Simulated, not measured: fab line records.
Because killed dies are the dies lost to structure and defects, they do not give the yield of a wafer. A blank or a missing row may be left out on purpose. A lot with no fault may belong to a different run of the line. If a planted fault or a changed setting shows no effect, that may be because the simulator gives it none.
Comparing a struck lot with a sound one -- flow nand_harc -- 15 steps out of a route of 1302
Sound: these wafers, L418.1, L418.2, L418.5. Wafers L425.2, L425.4, L425.5 were the ones struck. The cause comes at the end.
For every step that has rows: the tool of each side, followed by ch and its chambers, followed by its first start. Under that, the readings that differ: sound wafers -- struck wafers -- difference of the means -- sigmas: that difference in standard deviations of wafers without a fault.
alike: a reading whose means differ by less than 2 such deviations, as well as words and numbers matching on both sides. not compared: withheld readings; readings where some wafer has no value; bounds like >300 that might hide an equal value; numbers whose values overlap and for which the record gives no deviation.
Wherever a step has rows on one side only, a row that says differs or no value, or a row with sigmas, the two part there. Numbers that have no deviation but don't overlap get no sigmas and don't part them. A reading that every wafer of one side lacks parts them only if that side has two wafers or more.

NHARC_P_CONTACT_ETCH_35: etches the open film in CF4, target depth 39 nm, time 65 s.
  sound on rie_diel-05 ch 0,2, day 6 02:31; struck on rie_diel-05 ch 1,2,3, day 9 05:26
  alike: drypump_motor_current_A, mfc_ar_sccm, oes_product_au, rf_fwd_power_W, rf_vpp_V, showerhead_plenum_p_Torr, throttle_valve_pct
  not compared: rf_hours_counter_h
NHARC_P_CONTACT_ETCH_36: etches the open film in N2/H2, target depth 260 nm, time 406.25 s.
  sound on rie_diel-05 ch 0,3; struck on rie_diel-05 ch 0,2
reading,sound,struck,difference,sigmas
rf_fwd_power_W (W),397.8 397.1 398.3,400.5 400.3 401.1,+2.9,+2
  alike: drypump_motor_current_A, mfc_ar_sccm, oes_product_au, rf_vpp_V, showerhead_plenum_p_Torr, throttle_valve_pct
  not compared: rf_hours_counter_h
NHARC_P_CONTACT_ETCH_18: etches the open film in C4F8/O2/Ar, target depth 481 nm, time 240.5 s.
  sound on rie_diel-05 ch 0,1,2; struck on rie_diel-05 ch 0,2,3
  alike: oes_product_au, rf_fwd_power_W, rf_vpp_V
  not compared: rf_hours_counter_h
then, 2 steps without rows for these wafers: NHARC_P_CONTACT_STRIP_37 (strips in C4F8/O2/Ar); NHARC_P_CONTACT_ETCH_31 (etches the open film in CH3F/O2, target depth 30 nm, time 85.7 s).
NHARC_P_CONTACT_CD_MEAS_19:
  sound on cd_sem-03, day 6 03:17; struck on cd_sem-01, day 9 06:13
  alike: cd_nm
NHARC_P_CONTACT_STRIP_28: strips in O2.
  sound on rie_diel-12 ch 2,3, day 6 03:22; struck on rie_diel-01 ch 0,3, day 9 06:18
  alike: drypump_motor_current_A, mfc_ar_sccm, o2_flow_sccm, oes_product_au, rf_vpp_V, showerhead_plenum_p_Torr, throttle_valve_pct
  not compared: rf_hours_counter_h
then, 3 steps without rows for these wafers: NHARC_P_CONTACT_STRIP_29 (strips in post etch residue remover, time 1200 s); NHARC_P_CONTACT_DEGAS_38 (time 60 s); NHARC_P_CONTACT_PRE_CLEAN_39 (time 19.5 s).
NHARC_P_CONTACT_PVD_32: deposits Ti, target thk 5 nm, time 17.7 s.
  sound on pvd_sputter-03; struck on pvd_sputter-01
  alike: throttle_valve_pct
then, 1 step without rows for these wafers: NHARC_P_CONTACT_ALD_22 (deposits TiN, target thk 3 nm, pulse time 1 s, ald cycles 150).
NHARC_P_CONTACT_CVD_23: deposits W, target thk 200 nm, time 557 s.
  sound on cvd_w-02 ch 0,1, day 6 04:26; struck on cvd_w-02 ch 1, day 9 08:10
  alike: heater_power_outer_w, heater_power_w, mfc_ar_sccm, throttle_valve_pct
NHARC_P_CONTACT_CMP_24: polishes, t overpolish 30 s, target thk 200 nm.
  sound on cmp-02 ch 2,3, day 6 05:07; struck on cmp-03 ch 1,3, day 9 08:55
reading,sound,struck,difference,sigmas
time_to_endpoint_s (s),42 36 36,73 75 69,+34,+8
  alike: motor_current_A, overpolish_run_s
-- the record jumps here: 18 days lie between the struck wafers' starts before and after (it left off in module P_CONTACT and takes up again in module END, whose first step shown is number 1302 of the route) --
NHARC_END_SORT_01:
  the record has rows for the struck wafers here (prober-01 ch 0, day 27 15:07) and none for the sound ones

WHERE THEY PART
At NHARC_P_CONTACT_ETCH_36 first; at NHARC_END_SORT_01 last (within this record only).

WHY: whatever the simulator had introduced
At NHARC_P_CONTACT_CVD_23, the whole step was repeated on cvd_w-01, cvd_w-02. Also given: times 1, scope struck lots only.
